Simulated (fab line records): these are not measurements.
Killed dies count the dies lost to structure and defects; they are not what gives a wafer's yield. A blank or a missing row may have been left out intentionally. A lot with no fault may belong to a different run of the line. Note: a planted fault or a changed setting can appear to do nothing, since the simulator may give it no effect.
Problem report, 8D (eight disciplines) form, completed by code | flow n5_finfet | the parts of the form that need people (team, actions taken, sign-off) are left out

## 1. PROBLEM STATEMENT
Wafers without a fault read 39, standard deviation 11; killed_at_front_end at N5_PASSIVATION_PROBE_49 reads a mean of 1109 on 6 wafers belonging to 2 lots. That is +97 standard deviations from the usual mean.
Seen first at day 14 02:37 on prober-02, wafer L228.2. The record has a number at this step for 22 wafers belonging to 8 lots. By rule, "out" or "out of limits" means more than 4 standard deviations away from the usual mean. All remaining wafers that have a number are taken as sound.

## 2. WHAT IT IS AND WHAT IT IS NOT
question                    | is                                                                                                                      | is not
which readings at this step | killed_at_front_end, defect_limited_yield, killed_dies, killed_on_rim, sort_bin_5_function, sort_n_pass, sort_yield_pct | killed_at_M0_to_M3, killed_at_M4_up, killed_at_contacts, killed_at_other, killed_short
which lots                  | L227, L228                                                                                                              | L224, L229, L230, L238, L239, L241
which wafers of those lots  | all that have a number                                                                                                  | -
read on which tools         | prober-02                                                                                                               | prober-01
when                        | from day 14 02:37                                                                                                       | up to then (3 sound wafers); but 13 sound wafers of L229, L230, L238, L239, L241 came after

## 3. THE SUSPECTS, EACH WITH WHAT RULES IT OUT
Counting: a tool at a process step up to the reading stays a suspect if it ran every lot that is out and no sound lot after the first of them.
- ald_sin-04 at N5_SPACER0_ALD_00 (deposits SiOCN, target thk 3.5 nm, pulse time 3 s, purge time 2 s): ruled out as a lasting fault. The sound lots L229, L230, L238, L241 went through it after L227, its earliest lot that is out (day 4 06:32).
- prober-02 at N5_PASSIVATION_PROBE_49: ruled out as a lasting fault. The sound lots L229, L239 went through it after L228, its earliest lot that is out (day 14 02:37).
Left after counting: nothing in the record.

## 4. THE CAUSE (what the simulator had put in)
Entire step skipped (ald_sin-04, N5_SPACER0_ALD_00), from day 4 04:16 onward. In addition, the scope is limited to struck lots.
It was ruled out by counting, in error; the rule expects a fault to strike all lots run on its tool from its start on, and this fault did not.

## 5. THE EFFECT CHAIN, in route order
Each row: a reading where the mean over the struck wafers with a number is more than 3 standard deviations away from the usual. Scope: only readings with a usual standard deviation given in the record; hours: median across lots of the time from each lot's start at the first step in this table that gives one to its start at this step; sigmas: change in usual standard deviations.
hours | step                    | reading              | usual  | on struck wafers | change | sigmas
0     | N5_PASSIVATION_PROBE_49 | defect_limited_yield | 91.1 % | 0.0              | -91.1  | -65
0     | N5_PASSIVATION_PROBE_49 | killed_at_front_end  | 39     | 1109             | +1070  | +97
0     | N5_PASSIVATION_PROBE_49 | killed_dies          | 105    | 1180             | +1075  | +63
0     | N5_PASSIVATION_PROBE_49 | killed_on_rim        | 15     | 152              | +137   | +35
0     | N5_PASSIVATION_PROBE_49 | sort_bin_5_function  | 5.3 %  | 96.0             | +90.8  | +91
0     | N5_PASSIVATION_PROBE_49 | sort_n_pass          | 1075   | 0                | -1075  | -63
0     | N5_PASSIVATION_PROBE_49 | sort_yield_pct       | 91.1 % | 0.0              | -91.1  | -65
It contains these process steps:
- N5_PASSIVATION_PROBE_49
Readings that are blank on the struck wafers while sound wafers have them: chamber_pressure_Torr at N5_SPACER0_ALD_00; heater_power_w at N5_SPACER0_ALD_00; precursor_pulse_height_rel at N5_SPACER0_ALD_00; susceptor_temp_C at N5_SPACER0_ALD_00.

## 6. HOW IT WOULD HAVE BEEN CAUGHT EARLIER
In this record the first reading out of limits was taken at day 14 02:37, 238 hours after the fault began at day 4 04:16.
At N5_SPACER0_ALD_00 the tool's readings are blank on the struck wafers, where sound wafers have them: an empty tool record is the first sign, and it was there at once.
